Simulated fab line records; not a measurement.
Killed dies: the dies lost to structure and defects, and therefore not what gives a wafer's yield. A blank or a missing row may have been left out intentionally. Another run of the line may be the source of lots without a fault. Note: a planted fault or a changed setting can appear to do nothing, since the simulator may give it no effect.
Matching of chambers | flow nand-harc | rie-diel-12 running NHARC_A_STAIRCASE_TRIM_12: 4 sister chambers
The step chemistry O2, time 211.2 s. 22 wafers are shown with their chamber, then 11 later ones without.

## WAFERS WITH THEIR CHAMBER
wafer  | chamber | showerhead-plenum-p-Torr (Torr) | drypump-motor-current-A (A) | oes-product-au (a.u.)
L074.2 | 0       | 3.80                            | 5.2                         | 0.991
L074.3 | 2       | 3.33                            | 6.2                         | 1.008
L074.5 | 0       | 3.80                            | 5.1                         | 0.981
L075.2 | 2       | 3.32                            | 6.2                         | 1.003
L075.3 | 1       | 3.42                            | 6.1                         | 1.014
L075.4 | 0       | 3.80                            | 5.2                         | 0.994
L075.1 | 3       | 3.33                            | 6.0                         | 1.015
L075.5 | 3       | 3.33                            | 6.0                         | 1.019
L075.6 | 2       | 3.32                            | 6.2                         | 1.012
L078.1 | 2       | 3.32                            | 6.2                         | 1.010
L078.3 | 3       | 3.33                            | 5.9                         | 1.011
L078.5 | 2       | 3.32                            | 6.2                         | 0.993
L084.3 | 2       | 3.32                            | 6.2                         | 1.016
L084.4 | 3       | 3.32                            | 6.0                         | 1.015
L084.6 | 3       | 3.32                            | 6.0                         | 1.021
L083.1 | 0       | 3.79                            | 5.1                         | 0.994
L083.2 | 1       | 3.42                            | 6.0                         | 1.013
L083.6 | 1       | 3.42                            | 6.0                         | 1.024
L083.3 | 3       | 3.32                            | 6.0                         | 1.018
L083.4 | 2       | 3.32                            | 6.2                         | 1.001
L083.5 | 0       | 3.79                            | 5.1                         | 0.986
L085.2 | 2       | 3.31                            | 6.2                         | 1.014

SIGNATURES (means of the wafers above)
reading                  | chamber 0 | chamber 1 | chamber 2 | chamber 3 | scatter within a chamber
showerhead-plenum-p-Torr | 3.7960    | 3.4200    | 3.3200    | 3.3250    | 0.00511
drypump-motor-current-A  | 5.140     | 6.033     | 6.200     | 5.983     | 0.0387
oes-product-au           | 0.98920   | 1.01700   | 1.00713   | 1.01650   | 0.00613
Rule: for a wafer and a chamber, the distance is found by dividing, reading by reading, the gap between the wafer's reading and the chamber's mean by the reading's scatter, squaring, summing and taking the root. If the next closest chamber is less than 2 further off than the closest, the wafer can't be placed; otherwise it belongs to the closest. How the scatter is found: for the shown wafers, subtract from each reading the mean of its chamber, square and add these, divide the total by (wafers less chambers), then take the root.

## WAFERS MISSING THEIR CHAMBER
wafer  | showerhead-plenum-p-Torr (Torr) | drypump-motor-current-A (A) | oes-product-au (a.u.)
L085.3 | 3.31                            | 6.0                         | 1.009
L085.6 | 3.79                            | 5.1                         | 0.992
L089.1 | 3.31                            | 6.0                         | 1.006
L089.3 | 3.41                            | 6.1                         | 1.021
L089.4 | 3.31                            | 6.2                         | 1.000
L092.3 | 3.41                            | 6.1                         | 1.014
L092.4 | 3.31                            | 6.2                         | 1.001
L092.6 | 3.78                            | 5.1                         | 0.988
L093.1 | 3.31                            | 6.0                         | 1.011
L093.3 | 3.30                            | 6.2                         | 1.011
L093.4 | 3.30                            | 6.2                         | 0.999

## WHICH CHAMBER EACH ONE RAN IN
wafer  | from the rows above | in truth
L085.3 | 3                   | 3
L085.6 | 0                   | 0
L089.1 | 3                   | 3
L089.3 | 1                   | 1
L089.4 | 2                   | 2
L092.3 | 1                   | 1
L092.4 | 2                   | 2
L092.6 | 0                   | 0
L093.1 | 3                   | 3
L093.3 | 2                   | 2
L093.4 | 2                   | 2
Correct placement for 11 of the 11. Not placeable from these rows: 0. 0 placed wrongly.
